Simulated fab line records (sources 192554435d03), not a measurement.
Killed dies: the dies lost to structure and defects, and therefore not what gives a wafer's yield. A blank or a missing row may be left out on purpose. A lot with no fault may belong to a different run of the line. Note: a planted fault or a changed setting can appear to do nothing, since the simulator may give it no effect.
Chamber matching / flow n5-finfet / N5_MOL_CONTACT_COAG_ETCH_66 on rie-diel-06 has 4 sister chambers
The step etches SiARC in CF4, target depth 13 nm, time 21.7 s. 16 wafers are shown with their chamber, then 8 later ones without.

WAFERS, EACH WITH ITS CHAMBER
wafer=L077.1; chamber=2; drypump-motor-current-A (A)=5.5; throttle-valve-pct (%)=15.66; showerhead-plenum-p-Torr (Torr)=2.03
wafer=L077.4; chamber=2; drypump-motor-current-A (A)=5.4; throttle-valve-pct (%)=15.65; showerhead-plenum-p-Torr (Torr)=2.03
wafer=L077.6; chamber=3; drypump-motor-current-A (A)=6.4; throttle-valve-pct (%)=15.29; showerhead-plenum-p-Torr (Torr)=2.07
wafer=L078.1; chamber=3; drypump-motor-current-A (A)=6.5; throttle-valve-pct (%)=15.28; showerhead-plenum-p-Torr (Torr)=2.07
wafer=L078.5; chamber=1; drypump-motor-current-A (A)=6.0; throttle-valve-pct (%)=15.93; showerhead-plenum-p-Torr (Torr)=2.11
wafer=L078.6; chamber=3; drypump-motor-current-A (A)=6.5; throttle-valve-pct (%)=15.29; showerhead-plenum-p-Torr (Torr)=2.07
wafer=L084.2; chamber=3; drypump-motor-current-A (A)=6.5; throttle-valve-pct (%)=15.31; showerhead-plenum-p-Torr (Torr)=2.06
wafer=L084.3; chamber=1; drypump-motor-current-A (A)=6.0; throttle-valve-pct (%)=15.98; showerhead-plenum-p-Torr (Torr)=2.11
wafer=L084.4; chamber=2; drypump-motor-current-A (A)=5.4; throttle-valve-pct (%)=15.68; showerhead-plenum-p-Torr (Torr)=2.03
wafer=L088.2; chamber=3; drypump-motor-current-A (A)=6.5; throttle-valve-pct (%)=15.33; showerhead-plenum-p-Torr (Torr)=2.06
wafer=L088.4; chamber=1; drypump-motor-current-A (A)=6.0; throttle-valve-pct (%)=16.00; showerhead-plenum-p-Torr (Torr)=2.10
wafer=L088.5; chamber=1; drypump-motor-current-A (A)=6.0; throttle-valve-pct (%)=16.02; showerhead-plenum-p-Torr (Torr)=2.10
wafer=L089.1; chamber=0; drypump-motor-current-A (A)=6.6; throttle-valve-pct (%)=16.04; showerhead-plenum-p-Torr (Torr)=2.13
wafer=L089.5; chamber=3; drypump-motor-current-A (A)=6.5; throttle-valve-pct (%)=15.35; showerhead-plenum-p-Torr (Torr)=2.06
wafer=L089.6; chamber=2; drypump-motor-current-A (A)=5.4; throttle-valve-pct (%)=15.69; showerhead-plenum-p-Torr (Torr)=2.02
wafer=L091.1; chamber=2; drypump-motor-current-A (A)=5.4; throttle-valve-pct (%)=15.70; showerhead-plenum-p-Torr (Torr)=2.02

SIGNATURES (means of the wafers above)
reading=drypump-motor-current-A; chamber 0=6.600; chamber 1=6.000; chamber 2=5.420; chamber 3=6.483; scatter within a chamber=0.0369
reading=throttle-valve-pct; chamber 0=16.0400; chamber 1=15.9825; chamber 2=15.6760; chamber 3=15.3083; scatter within a chamber=0.0287
reading=showerhead-plenum-p-Torr; chamber 0=2.1300; chamber 1=2.1050; chamber 2=2.0260; chamber 3=2.0650; scatter within a chamber=0.00555
Rule: distance of a wafer from a chamber = root of the sum over the readings of ((wafer's reading minus chamber's mean) / reading's scatter) squared. The wafer belongs to the nearest chamber; if the next one is less than 2 further off, it can't be placed. The scatter: the root of (the sum of the squares of (reading less its chamber's mean) over the shown wafers, divided by (wafers less chambers)).

WAFERS MISSING THEIR CHAMBER
wafer=L091.5; drypump-motor-current-A (A)=6.0; throttle-valve-pct (%)=16.03; showerhead-plenum-p-Torr (Torr)=2.10
wafer=L091.6; drypump-motor-current-A (A)=5.4; throttle-valve-pct (%)=15.71; showerhead-plenum-p-Torr (Torr)=2.02
wafer=L092.1; drypump-motor-current-A (A)=6.0; throttle-valve-pct (%)=16.02; showerhead-plenum-p-Torr (Torr)=2.10
wafer=L092.3; drypump-motor-current-A (A)=6.5; throttle-valve-pct (%)=15.35; showerhead-plenum-p-Torr (Torr)=2.06
wafer=L092.4; drypump-motor-current-A (A)=6.5; throttle-valve-pct (%)=15.35; showerhead-plenum-p-Torr (Torr)=2.06
wafer=L095.3; drypump-motor-current-A (A)=5.4; throttle-valve-pct (%)=15.74; showerhead-plenum-p-Torr (Torr)=2.02
wafer=L095.5; drypump-motor-current-A (A)=5.5; throttle-valve-pct (%)=15.73; showerhead-plenum-p-Torr (Torr)=2.02
wafer=L095.6; drypump-motor-current-A (A)=6.5; throttle-valve-pct (%)=15.36; showerhead-plenum-p-Torr (Torr)=2.05

CHAMBER TAKEN BY EACH
wafer=L091.5; from the rows above=1; in truth=1
wafer=L091.6; from the rows above=2; in truth=2
wafer=L092.1; from the rows above=1; in truth=1
wafer=L092.3; from the rows above=3; in truth=3
wafer=L092.4; from the rows above=3; in truth=3
wafer=L095.3; from the rows above=2; in truth=2
wafer=L095.5; from the rows above=2; in truth=2
wafer=L095.6; from the rows above=3; in truth=3
Placed correctly: 8 of 8. Can't be placed from these rows: 0. Wrongly placed: 0.
